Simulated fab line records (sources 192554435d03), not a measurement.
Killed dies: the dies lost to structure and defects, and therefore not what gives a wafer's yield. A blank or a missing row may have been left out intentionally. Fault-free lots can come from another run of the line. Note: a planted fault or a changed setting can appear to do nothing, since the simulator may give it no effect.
fab line records	flow n5Finfet
record lots=7	wafers=19	lastDay=16
route steps=1938 shown BEOL_M12@1625 PASSIVATION@1936
lots that met no fault: taken from a fault-free run of the same line
startH: start of the lot's first displayed wafer, in hours after the record's first day	waitH: time in hours since the lot's previous step	" as in the row above	L1.1+2: several wafers, shown together as one row	- no value, or no start given	* or withheld: withheld	< > ~ a bound
route shown NAME@n: a module of which the file shows steps, and the number in the route of the first	usual: mean/standard deviation taken from wafers without a fault	same: alike in all rows	chamber/n: place in a boat	sites: the reading at each site	_std_site: their standard deviation	_edge_site: inner sites' mean taken away from outer sites' mean	radiusMm: how far each site lies from the wafer's centre	mask NAME#n: copy n	behind: tool/chamber where the wafer was last shaped	hold: cause of the lot's hold/its duration in hours/its outcome	device: transistor that didn't switch, given as n, p or np	end of line: at the end of the route, the tests of the same wafers	step lacking rows: just its recipe	killed: dies that structure and defects cost at the first sort, which is not the same as the wafer's yield	map: the dies of a wafer, with x for killed, . for not killed, _ for no die there
set.NAME: the setting the step ran with; set.NAME@STEP: the setting that earlier step ran with	model.NAME: the simulator's own value behind a step, which no gauge read
certain route steps with their lots: each step a table, each wafer a row
services: from which hour (startH, from the record's first day; less than 0 if before it) a tool's chamber was out of use, for how many hours, and why
## steps
# step N5_BEOL_M12_COAT_22
# recipe spinRpm=2888	resistThkNm=300
# step N5_BEOL_M12_EBR_24
# recipe solvent=PGMEA	ebrWidthMm=1.5
# step N5_BEOL_M12_SOFTBAKE_23
# recipe tempC=130	timeS=60
# step N5_BEOL_M12_EXPOSE_25
# recipe maskId=M12	na=0.93	sourceShape=conventional	sigmaOuter=0.4	polarization=unpolarized	doseMj=21.8
# step N5_BEOL_M12_PEB_26
# recipe pebTempC=130	pebTimeS=90
# step N5_BEOL_M12_DEVELOP_27
# recipe developTimeS=45	rinseLiquid=diw	dry=airSpin	devTempC=21
# step N5_BEOL_M12_HARDBAKE_32
# recipe tempC=130	timeS=120
# step N5_BEOL_M12_CD_MEAS_28
# recipe targetCdNm=160.2	landingEnergyEv=500	detector=seInlens	polarity=opening
# usual cdNm=160.4/1.1
lot.wafer	tool	chamber	startH	waitH	cdNm
L980.1	cdSem-02	0	236.48	-	158.7
L980.2	"	0	"	"	158.7
L980.6	"	0	"	"	159.1
L987.2	cdSem-01	0	276.99	-	160.2
L987.3	"	0	"	"	158.5
L987.5	"	0	"	"	161.4
L990.1	cdSem-01	0	292.31	-	158.9
L990.5	"	0	"	"	160.0
L991.4	cdSem-01	0	300.65	-	160.4
L991.5	"	0	"	"	161.8
L992.1	cdSem-01	0	308.47	-	162.5
L992.3	"	0	"	"	161.5
L992.4	"	0	"	"	162.9
L997.2	cdSem-03	0	341.70	-	160.6
L997.3	"	0	"	"	160.1
L997.5	"	0	"	"	160.2
L100.2	cdSem-03	0	350.78	-	161.3
L100.5	"	0	"	"	159.9
L100.6	"	0	"	"	159.8
# step N5_BEOL_M12_OVL_MEAS_29
# recipe pointsPerWafer=44
# usual M12_OVL=-1/4.9
lot.wafer	tool	chamber	startH	waitH	M12_OVL[nm]
L980.1	overlay-01	0	236.51	0.0	2
L980.2	"	0	"	"	-6
L980.6	"	0	"	"	-1
L987.2	overlay-01	0	277.02	0.0	-6
L987.3	"	0	"	"	-5
L987.5	"	0	"	"	-7
L990.1	overlay-02	0	292.34	0.0	1
L990.5	"	0	"	"	-2
L991.4	overlay-01	0	300.67	0.0	1
L991.5	"	0	"	"	1
L992.1	overlay-01	0	308.53	0.1	0
L992.3	"	0	"	"	-6
L992.4	"	0	"	"	8
L997.2	overlay-01	0	341.73	0.0	7
L997.3	"	0	"	"	0
L997.5	"	0	"	"	1
L100.2	overlay-01	0	350.81	0.0	-5
L100.5	"	0	"	"	-8
L100.6	"	0	"	"	-2
# step N5_BEOL_M12_INSPECT_30
# recipe mode=adi	inspectInstrument=macro
# usual rawDefectCount=2.0/1.4
lot.wafer	tool	chamber	startH	waitH	rawDefectCount
L980.1	defectInspect-01	-	236.54	0.0	3
L980.2	"	-	"	"	2
L980.6	"	-	"	"	2
L987.2	defectInspect-01	-	277.04	0.0	1
L987.3	"	-	"	"	1
L987.5	"	-	"	"	2
L990.1	defectInspect-02	-	292.36	0.0	3
L990.5	"	-	"	"	2
L991.4	defectInspect-02	-	300.70	0.0	5
L991.5	"	-	"	"	3
L992.1	defectInspect-02	-	308.55	0.0	1
L992.3	"	-	"	"	1
L992.4	"	-	"	"	1
L997.2	defectInspect-02	-	341.76	0.0	0
L997.3	"	-	"	"	3
L997.5	"	-	"	"	3
L100.2	defectInspect-01	-	350.83	0.0	1
L100.5	"	-	"	"	1
L100.6	"	-	"	"	4
# step N5_BEOL_M12_DESCUM_33
# recipe chemistry=O2	timeS=7.9	sourcePowerW=50	biasPowerW=20	pressureMtorr=20	rfFrequencyHz=2.712e+07	tempC=40	o2FlowSccm=225
# usual drypumpMotorCurrentA=5.8/0.58	oesProductAu=0.79/0.076	rfVppV=243.0/1.3	showerheadPlenumPTorr=2.07/0.063	throttleValvePct=20.46/0.25
lot.wafer	tool	chamber	startH	waitH	drypumpMotorCurrentA	oesProductAu	rfHoursCounterH	rfVppV	showerheadPlenumPTorr	throttleValvePct
L980.1	rieDiel-02	2	236.65	0.1	6.5	0.80	103	243.3	2.10	20.54
L980.2	"	3	"	"	5.1	0.66	245	243.1	2.06	20.92
L980.6	"	1	"	"	5.5	0.69	-	244.5	2.15	20.68
L987.2	rieDiel-06	2	277.08	0.0	5.9	0.70	192	242.0	1.99	20.32
L987.3	"	0	"	"	6.8	0.75	144	240.2	2.00	20.09
L987.5	"	0	"	"	6.8	0.74	-	241.0	2.00	20.10
L990.1	rieDiel-06	1	292.40	0.0	5.7	0.71	180	244.1	2.18	20.89
L990.5	"	0	"	"	6.8	0.74	-	242.3	2.00	20.11
L991.4	rieDiel-06	3	300.99	0.3	4.9	0.76	138	243.6	2.09	20.54
L991.5	"	2	"	"	5.9	0.69	-	241.3	1.99	20.32
L992.1	rieDiel-06	0	308.58	0.0	6.8	0.73	156	241.2	1.99	20.12
L992.3	"	3	"	"	4.9	0.77	141	242.4	2.09	20.58
L992.4	"	1	"	"	5.7	0.71	186	245.1	2.17	20.89
L997.2	rieDiel-02	1	342.08	0.3	5.5	0.92	16	244.8	2.14	20.35
L997.3	"	3	"	"	5.1	0.91	27	242.0	2.05	20.62
L997.5	"	3	"	"	5.1	0.90	-	242.5	2.04	20.60
L100.2	rieDiel-04	0	350.87	0.0	6.5	0.86	51	241.4	2.05	20.39
L100.5	"	1	"	"	5.9	0.84	-	241.4	2.03	20.41
L100.6	"	2	"	"	5.8	0.76	-	242.0	2.01	20.58
# step N5_BEOL_M12_ETCH_67
# recipe chemistry=CF4	target=SiARC	targetDepthA=1430	timeS=238.3	ionEnergyEv=80	pressureMtorr=40	sourceW=545	biasW=36	Ar_flow_sccm=100	cf4FlowSccm=100	ends=cleared
# usual biasW=36.01/0.11	drypumpMotorCurrentA=5.8/0.58	etchRfOnTimeS=238/4.1	oesProductAu=0.67/0.065	rfVppV=183.9/1.1	showerheadPlenumPTorr=2.12/0.059	throttleValvePct=15.63/0.24
lot.wafer	tool	chamber	startH	waitH	biasW	drypumpMotorCurrentA	etchRfOnTimeS	oesProductAu	rfHoursCounterH	rfVppV	showerheadPlenumPTorr	throttleValvePct
L980.1	rieDiel-02	2	236.68	0.0	36.03	6.5	237	0.69	103	183.4	2.15	15.72
L980.2	"	3	"	"	36.13	5.1	246	0.56	245	184.3	2.11	16.13
L980.6	"	1	"	"	35.95	5.5	240	0.59	-	185.0	2.20	15.89
L987.2	rieDiel-06	2	277.11	0.0	36.01	6.0	246	0.59	192	183.0	2.04	15.55
L987.3	"	0	"	"	35.74	6.8	246	0.64	144	181.6	2.06	15.44
L987.5	"	0	"	"	36.02	6.8	245	0.63	-	182.4	2.06	15.44
L990.1	rieDiel-06	1	292.43	0.0	36.04	5.7	240	0.60	180	185.4	2.21	16.00
L990.5	"	0	"	"	35.97	6.9	243	0.63	-	183.5	2.06	15.42
L991.4	rieDiel-06	3	301.03	0.0	36.18	4.9	237	0.65	138	184.2	2.14	15.73
L991.5	"	2	"	"	36.18	6.0	245	0.59	-	182.2	2.04	15.58
L992.1	rieDiel-06	0	308.62	0.0	35.85	6.8	243	0.63	156	183.0	2.06	15.44
L992.3	"	3	"	"	35.79	4.9	235	0.65	141	185.1	2.14	15.73
L992.4	"	1	"	"	36.06	5.7	241	0.60	186	187.4	2.21	16.00
L997.2	rieDiel-02	1	342.11	0.0	35.83	5.5	237	0.79	16	185.4	2.19	15.45
L997.3	"	3	"	"	36.01	5.1	243	0.76	27	180.9	2.09	15.70
L997.5	"	3	"	"	36.08	5.1	240	0.76	-	182.6	2.09	15.69
L100.2	rieDiel-04	0	350.90	0.0	36.07	6.5	233	0.74	51	182.4	2.10	15.48
L100.5	"	1	"	"	36.14	5.9	237	0.72	-	181.7	2.08	15.55
L100.6	"	2	"	"	36.08	5.9	239	0.65	-	182.8	2.06	15.70
# step N5_BEOL_M12_ETCH_68
# recipe chemistry=N2/H2	target=SOC	maskMaterial=SiARC	sourceW=3000	biasW=350	tempC=40	timeS=285	ionEnergyEv=200	pressureMtorr=30	n2FlowSccm=200	h2FlowSccm=200
# usual biasW=350.0/0.98	drypumpMotorCurrentA=5.8/0.58	h2FlowSccm=200.0/0.6	oesProductAu=0.78/0.077	rfVppV=523.3/2.1	runLengthS=308.4/0.42	showerheadPlenumPTorr=2.52/0.076	throttleValvePct=17.85/0.26
lot.wafer	tool	chamber	startH	waitH	biasW	drypumpMotorCurrentA	h2FlowSccm	oesProductAu	rfHoursCounterH	rfVppV	runLengthS	showerheadPlenumPTorr	throttleValvePct	model.SiARC_of_BEOL_M12_COAT_66.thkNm
L980.1	rieDiel-02	2	236.83	0.1	349.8	6.5	200.5	0.81	103	523.8	308.5	2.57	17.92	85.6
L980.2	"	3	"	"	351.8	5.1	199.7	0.66	245	523.1	308.7	2.51	18.43	86.2
L980.6	"	1	"	"	351.4	5.5	199.1	0.69	-	526.2	307.8	2.63	18.11	86.2
L987.2	rieDiel-06	2	277.26	0.1	349.7	5.9	199.9	0.69	192	520.5	308.4	2.42	17.64	86.6
L987.3	"	0	"	"	349.6	6.8	200.1	0.74	144	521.8	308.8	2.44	17.52	86.6
L987.5	"	0	"	"	350.2	6.9	200.0	0.75	-	521.5	308.5	2.44	17.53	86
L990.1	rieDiel-06	1	292.58	0.1	-	5.7	200.3	0.71	180	524.9	298.9	2.64	18.23	86.6
L990.5	"	0	"	"	349.1	6.9	199.5	0.74	-	520.3	308.4	2.44	17.52	86
L991.4	rieDiel-06	3	301.17	0.1	-	4.9	200.3	0.77	138	523.0	297.8	2.55	18.04	86.6
L991.5	"	2	"	"	350.3	5.9	199.7	0.69	-	520.7	308.0	2.42	17.66	86
L992.1	rieDiel-06	0	308.77	0.1	-	6.8	200.1	0.74	156	521.4	299.1	2.44	17.55	86.6
L992.3	"	3	"	"	351.2	4.9	199.3	0.75	141	523.8	307.6	2.55	18.05	85.6
L992.4	"	1	"	"	-	5.7	199.8	0.70	186	525.6	298.8	2.64	18.23	86.8
L997.2	rieDiel-02	1	342.26	0.1	351.1	5.5	198.7	0.93	16	525.9	307.9	2.61	17.73	86.2
L997.3	"	3	"	"	348.4	5.1	198.7	0.90	27	521.3	308.5	2.50	18.06	85.8
L997.5	"	3	"	"	350.6	5.1	199.1	0.90	-	522.2	308.3	2.50	18.07	85.6
L100.2	rieDiel-04	0	351.05	0.1	352.1	6.5	200.3	0.86	51	522.8	308.5	2.47	17.51	85.2
L100.5	"	1	"	"	350.6	5.9	199.5	0.85	-	522.3	308.9	2.48	17.73	85.6
L100.6	"	2	"	"	350.2	5.8	199.1	0.77	-	520.4	308.2	2.45	17.93	85.4
# step N5_BEOL_M12_STRIP_69
# recipe chemistry=N2/H2	tempC=40	n2FlowSccm=200	h2FlowSccm=200	rfFrequencyHz=6e+07
# step N5_PASSIVATION_PROBE_49
# usual defectLimitedYield=91.1/1.3	killed_at_M0_to_M3=36/10	killed_at_M4_up=14/4.4	killedAtContacts=14/5.7	killedAtFrontEnd=39/9.4	killedAtOther=2.9/2.6	killedDies=105/15	killedOpen=70/12	killedShort=34/7.1	sort_bin_5_function=5.3/0.77	sort_bin_6_memory=3.3/0.66	sortNPass=1075/15	sortYieldPct=91.1/1.3
# same grossDies=1180	killedAtBackSide=0	sort_bin_4_leakage[%]=0	sort_bin_8_speed[%]=0
lot.wafer	tool	chamber	startH	waitH	defectLimitedYield[%]	killed_at_M0_to_M3	killed_at_M4_up	killedAtContacts	killedAtFrontEnd	killedAtOther	killedDies	killedOpen	killedShort	sort_bin_5_function[%]	sort_bin_6_memory[%]	sortNPass	sortYieldPct[%]
L980.1	prober-01	-	280.70	0.0	92.5	27	8	10	43	1	89	55	34	4.8	2.6	1091	92.5
L980.2	prober-01	-	280.75	0.1	91.3	34	12	13	43	1	103	71	32	5.6	3.0	1077	91.3
L980.6	prober-01	-	280.95	0.3	92.8	25	13	11	36	0	85	54	27	4.2	2.5	1095	92.8
# killed by level:class
L980.1 FIN_SAQP:geometricParticle:short=10 DUMMY_GATE:geometricParticle:open=9 BEOL_M0_SAQP:geometricParticle:open=8 BEOL_M3:geometricParticle:open=8 MOL_CONTACT_COAG:geometricParticle:open=7 GATE_CUT:geometricParticle:short=6 FIN_SAQP:geometricParticle:open=5 BEOL_M0_SAQP:geometricParticle:short=4
L980.2 BEOL_M3:geometricParticle:open=14 MOL_CONTACT_COAG:geometricParticle:open=11 BEOL_M2:geometricParticle:open=8 STI_FIN_REVEAL:geometricParticle:open=6 ILD0:geometricParticle:open=6 FIN_SAQP:geometricParticle:short=5 DUMMY_GATE:geometricParticle:open=5 ILD0:geometricParticle:short=4
L980.6 STI_FIN_REVEAL:geometricParticle:open=13 MOL_CONTACT_COAG:geometricParticle:open=9 BEOL_M2:geometricParticle:open=6 GATE_CUT:geometricParticle:short=5 BEOL_M3:geometricParticle:open=5 BEOL_M2:geometricParticle:short=4 DUMMY_GATE:geometricParticle:short=3 ILD0:geometricParticle:short=3
## services
tool	chamber	startH	hours	kind
rieDiel-04	0	234.06	1.5	repair
rieDiel-02	3	252.44	-	clean
rieDiel-02	3	252.44	-	consumableReplace:focusRing
rieDiel-02	1	284.06	-	clean
rieDiel-02	1	284.06	-	consumableReplace:focusRing
rieDiel-02	1	284.06	13.9	scheduledDown
rieDiel-02	1	284.06	13.9	ventCycle
rieDiel-04	1	342.58	5.9	repair
## key
firstSign step=N5_BEOL_M12_ETCH_68	reading=runLengthS	direction=down	sigmas=23	usual=*	struck=*
effect none on later readings
modelEffect step=N5_BEOL_M12_ETCH_68	value=SiARC_of_BEOL_M12_COAT_66.thkNm	without=85.8	struck=86.65
metAt N5_BEOL_M12_ETCH_68
struckWafers L990.1,L991.4,L992.1,L992.4
onsetBetween 277.26 292.58
fault kind=processParameterDrift	tool=rieDiel-06	chamber=-	onsetH=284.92	steps=N5_BEOL_M12_ETCH_68	channel=timeS	offset=*	shape=step	endH=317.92	scope=struckWafersOnly	actsIn=*	stated=*
